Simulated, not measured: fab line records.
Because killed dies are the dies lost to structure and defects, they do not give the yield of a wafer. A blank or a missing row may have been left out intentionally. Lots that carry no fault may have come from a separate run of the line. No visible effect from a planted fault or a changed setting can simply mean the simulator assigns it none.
Matching of chambers | flow nand-harc | 4 sister chambers for NHARC_P_M2_DESCUM_14 on rie-diel-06
The step chemistry O2, time 3 s. 22 wafers are shown with their chamber, then 11 later ones without.

## WAFERS, EACH WITH ITS CHAMBER
wafer  | chamber | showerhead-plenum-p-Torr (Torr) | drypump-motor-current-A (A) | rf-vpp-V (V)
L077.1 | 0       | 1.94                            | 5.97                        | 58.2
L077.5 | 1       | 1.90                            | 6.23                        | 58.6
L077.6 | 2       | 1.81                            | 6.20                        | 58.7
L082.4 | 3       | 1.97                            | 6.26                        | 58.8
L082.5 | 0       | 1.94                            | 5.99                        | 57.0
L082.6 | 1       | 1.90                            | 6.21                        | 58.0
L084.2 | 1       | 1.90                            | 6.21                        | 58.3
L084.3 | 0       | 1.94                            | 6.04                        | 57.5
L084.6 | 0       | 1.94                            | 5.99                        | 60.6
L086.1 | 0       | 1.94                            | 6.04                        | 58.0
L086.2 | 3       | 1.97                            | 6.28                        | 59.1
L086.6 | 3       | 1.97                            | 6.29                        | 59.1
L088.1 | 1       | 1.89                            | 6.23                        | 57.9
L088.2 | 2       | 1.81                            | 6.25                        | 59.6
L088.4 | 0       | 1.94                            | 6.02                        | 57.2
L087.1 | 0       | 1.94                            | 5.98                        | 58.9
L087.3 | 3       | 1.97                            | 6.28                        | 58.4
L087.4 | 1       | 1.90                            | 6.20                        | 56.6
L090.3 | 0       | 1.94                            | 6.01                        | 57.8
L090.5 | 3       | 1.97                            | 6.29                        | 59.6
L090.6 | 0       | 1.94                            | 6.01                        | 57.6
L091.1 | 3       | 1.97                            | 6.28                        | 58.9

SIGNATURES (means of the wafers above)
reading                  | chamber 0 | chamber 1 | chamber 2 | chamber 3 | scatter within a chamber
showerhead-plenum-p-Torr | 1.9400    | 1.8980    | 1.8100    | 1.9700    | 0.00211
drypump-motor-current-A  | 6.0056    | 6.2160    | 6.2250    | 6.2800    | 0.0205
rf-vpp-V                 | 58.089    | 57.880    | 59.150    | 58.983    | 0.855
Rule: for each reading, subtract the chamber's mean from the wafer's reading, divide by that reading's scatter and square the result; add these up over the readings and take the root, which gives the wafer's distance from the chamber. If the next closest chamber is less than 2 further off than the closest, the wafer can't be placed; otherwise it belongs to the closest. The scatter: take each reading less its chamber's mean, square it, sum over the shown wafers, divide by the number of wafers less the number of chambers, and take the root.

## WAFERS MISSING THEIR CHAMBER
wafer  | showerhead-plenum-p-Torr (Torr) | drypump-motor-current-A (A) | rf-vpp-V (V)
L091.4 | 1.81                            | 6.24                        | 57.3
L091.6 | 1.97                            | 6.30                        | 58.2
L093.1 | 1.97                            | 6.25                        | 58.3
L093.4 | 1.89                            | 6.20                        | 57.1
L093.5 | 1.80                            | 6.25                        | 57.5
L096.1 | 1.89                            | 6.24                        | 58.5
L096.4 | 1.97                            | 6.28                        | 57.6
L096.5 | 1.94                            | 6.01                        | 58.3
L097.2 | 1.94                            | 5.99                        | 57.6
L097.3 | 1.80                            | 6.26                        | 57.3
L097.6 | 1.80                            | 6.29                        | 57.4

## THE CHAMBER EACH PASSED THROUGH
wafer  | from the rows above | in truth
L091.4 | 2                   | 2
L091.6 | 3                   | 3
L093.1 | 3                   | 3
L093.4 | 1                   | 1
L093.5 | 2                   | 2
L096.1 | 1                   | 1
L096.4 | 3                   | 3
L096.5 | 0                   | 0
L097.2 | 0                   | 0
L097.3 | 2                   | 2
L097.6 | 2                   | 2
Correctly placed: 11 of 11. Not placeable from these rows: 0. Placed wrongly: 0.
